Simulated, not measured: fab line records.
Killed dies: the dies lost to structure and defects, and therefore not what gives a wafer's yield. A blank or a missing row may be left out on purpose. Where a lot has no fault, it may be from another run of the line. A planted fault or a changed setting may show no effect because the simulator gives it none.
A struck lot beside a sound one + flow n5Finfet + 39 out of 1938 route steps
Sound: wafers L810.2, L810.3, L810.6. The struck wafers were L825.1, L825.2, L825.6. The cause comes at the end.
At each step with rows: each side's tool, then ch and its chambers, then its first start. Under that, the readings that differ: sound wafers + struck wafers + difference of the means + sigmas: that difference in standard deviations of wafers without a fault.
alike: words and numbers the same on both sides, and readings whose means are apart by under 2 such deviations; not compared: readings that were withheld, readings missing a value for some wafer, numbers with overlapping values and no deviation given by the record, and bounds like >300 which may hide the same value.
Wherever a step has rows on one side only, a row that says differs or no value, or a row with sigmas, the two part there. When numbers do not overlap yet have no deviation, they are printed without sigmas and do not part them. A reading missing from all wafers of one side parts the sides only when that side holds two or more wafers.

first, 9 steps without rows for these wafers: N5_PMOS_HMC_CHANNEL_EPI_HM_STRIP_35 (strips SiO2 in dHF, material SiO2, target depth 39.6 nm, time 216 s); N5_PMOS_HMC_CHANNEL_EPI_SRD_39 (time 30 s); N5_PMOS_HMC_CHANNEL_EPI_CMP_21 (polishes SiGe30, target thk 54 nm); N5_PMOS_HMC_CHANNEL_EPI_PRECLEAN_40 (cleans in DHF, time 30 s); N5_PMOS_HMC_CHANNEL_EPI_PRECLEAN_37 (cleans in O3/DIW, time 45 s); N5_PMOS_HMC_CHANNEL_EPI_PRECLEAN_24 (cleans in DHF, time 30 s); N5_PMOS_HMC_CHANNEL_EPI_SRD_25 (time 30 s); N5_PMOS_HMC_CHANNEL_EPI_EPI_26 (deposits Si from SiH4/H2, target thk 3.8 nm, time 22.7 s); N5_FIN_SAQP_PRECLEAN_42 (cleans in O3/DIW, time 60 s).
N5_FIN_SAQP_PRECLEAN_00: cleans in SC1, time 60 s.
  sound on wetBench-01 ch 3,5,6, day 2 14:46; struck on wetBench-01 ch 1,4,5, day 6 09:15
  alike: nh4ohFlowMLMin
then, 17 steps without rows for these wafers: N5_FIN_SAQP_PRECLEAN_44 (cleans in SC2, time 45 s); N5_FIN_SAQP_SRD_01 (time 30 s); N5_FIN_SAQP_ALD_61 (deposits SiO2, target thk 4 nm, pulse time 1 s, purge time 2 s); N5_FIN_SAQP_DENSIFY_62 (time 60 s); N5_FIN_SAQP_HM_DEP_03 (deposits SiNx from SiH4/NH3/N2, target thk 38 nm, time 33.6 s); N5_FIN_SAQP_PECVD_47 (deposits a-Si from SiH4/He, target thk 45 nm, time 36.3 s); N5_FIN_SAQP_PECVD_48 (deposits SiNx from SiH4/NH3/N2, target thk 25 nm, time 22.1 s); N5_FIN_SAQP_PECVD_06 (deposits a-Si from SiH4/He, target thk 60 nm, time 48.1 s); N5_FIN_SAQP_HM_DEP_72 (deposits SiO2 from SiH4/N2O, target thk 12 nm, time 7.2 s); N5_FIN_SAQP_COAT_49 (time 60 s, resist thk 100 nm); N5_FIN_SAQP_COAT_50 (time 60 s, resist thk 35 nm); N5_FIN_SAQP_COAT_10 (resist thk 90 nm); N5_FIN_SAQP_EBR_12; N5_FIN_SAQP_SOFTBAKE_11 (time 60 s); N5_FIN_SAQP_EXPOSE_13 (exposes mask FIN CORE, target cd 35.6 nm); N5_FIN_SAQP_PEB_14 (peb time 60 s); N5_FIN_SAQP_DEVELOP_15 (develop time 30 s).
N5_FIN_SAQP_INSPECT_18: inspects for defects (brightfield).
  sound: defectInspect-01 at day 2 16:08; struck: defectInspect-02 at day 6 10:40
| reading        | sound       | struck      | difference | sigmas |
|----------------|-------------|-------------|------------|--------|
| rawDefectCount | 598 483 340 | 986 877 953 | +465       | +4     |
then, 7 steps without rows for these wafers: N5_FIN_SAQP_DESCUM_21 (chemistry O2, time 7.9 s); N5_FIN_SAQP_ETCH_51 (etches SiARC in CF4, target depth 45.5 nm, time 75.8 s); N5_FIN_SAQP_ETCH_52 (etches SOC in N2/H2, target depth 100 nm, overetch 20 nm, time 150 s); N5_FIN_SAQP_STRIP_53 (strips in N2/H2); N5_FIN_SAQP_HM_OPEN_73 (chemistry CHF3/O2, target SiO2, stops on a-Si, target depth 12 nm, time 16.8 s); N5_FIN_SAQP_STRIP_74 (strips in CHF3/O2); N5_FIN_SAQP_MANDREL_ETCH_22 (etches a-Si in HBr/Cl2, stops on SiNx, target depth 60 nm, bt time 10 s, time 30 s).
N5_FIN_SAQP_INSPECT_40: inspects for defects (brightfield).
  sound: defectInspect-01 at day 2 21:26; struck: defectInspect-02 at day 6 15:23
| reading        | sound       | struck      | difference | sigmas |
|----------------|-------------|-------------|------------|--------|
| rawDefectCount | 371 207 247 | 644 640 696 | +385       | +7     |
N5_FIN_CUT_INSPECT_10: inspects for defects (brightfield).
  sound: defectInspect-01 at day 2 21:49; struck: defectInspect-01 at day 6 15:54
| reading        | sound    | struck      | difference | sigmas |
|----------------|----------|-------------|------------|--------|
| rawDefectCount | 69 36 39 | 445 422 453 | +392       | +36    |
-- a jump in the record: the struck wafers' starts before and after are 6 days apart (it breaks off in module FIN_CUT and resumes in module BEOL_M4, where the first step shown is number 1111 of the route) --
N5_BEOL_M4_RC_MEAS_101:
  sound on prober-01 ch 0, day 8 16:52; struck on prober-01 ch 0, day 12 14:44
  alike: DIBL_N, DIBL_P, IOFF_N, IOFF_P, ION_N, ION_P, SS_N, SS_P, VT_N, VT_P
-- a jump in the record: the struck wafers' starts before and after are 4 days apart (it breaks off in module BEOL_M4 and resumes in module PASSIVATION, where the first step shown is number 1936 of the route) --
N5_PASSIVATION_PROBE_49:
  sound: prober-01 at day 12 23:43; struck: prober-01 at day 16 12:07
| reading                 | sound     | struck         | difference | sigmas |
|-------------------------|-----------|----------------|------------|--------|
| defectLimitedYield (%)  | 91.8 90.3 | 85.0 81.9 80.8 | -8.5       | -6     |
| killedAtFrontEnd        | 33 46     | 123 149 148    | +100       | +8     |
| killedDies              | 97 115    | 177 213 226    | +99        | +6     |
| sort_bin_5_function (%) | 4.6 6.0   | 10.3 12.5 12.6 | +6.5       | +7     |
| sortNPass               | 1083 1065 | 1003 967 954   | -99        | -6     |
| sortYieldPct (%)        | 91.8 90.3 | 85.0 81.9 80.8 | -8.5       | -5     |
  alike: killed_at_M0_to_M3, killed_at_M4_up, killedAtContacts, killedAtOther, killedOpen, killedShort, sort_bin_4_leakage, sort_bin_6_memory

WHERE THEY PART
Earliest at N5_FIN_SAQP_INSPECT_18; latest, in this record, at N5_PASSIVATION_PROBE_49.

WHY: whatever the simulator had introduced
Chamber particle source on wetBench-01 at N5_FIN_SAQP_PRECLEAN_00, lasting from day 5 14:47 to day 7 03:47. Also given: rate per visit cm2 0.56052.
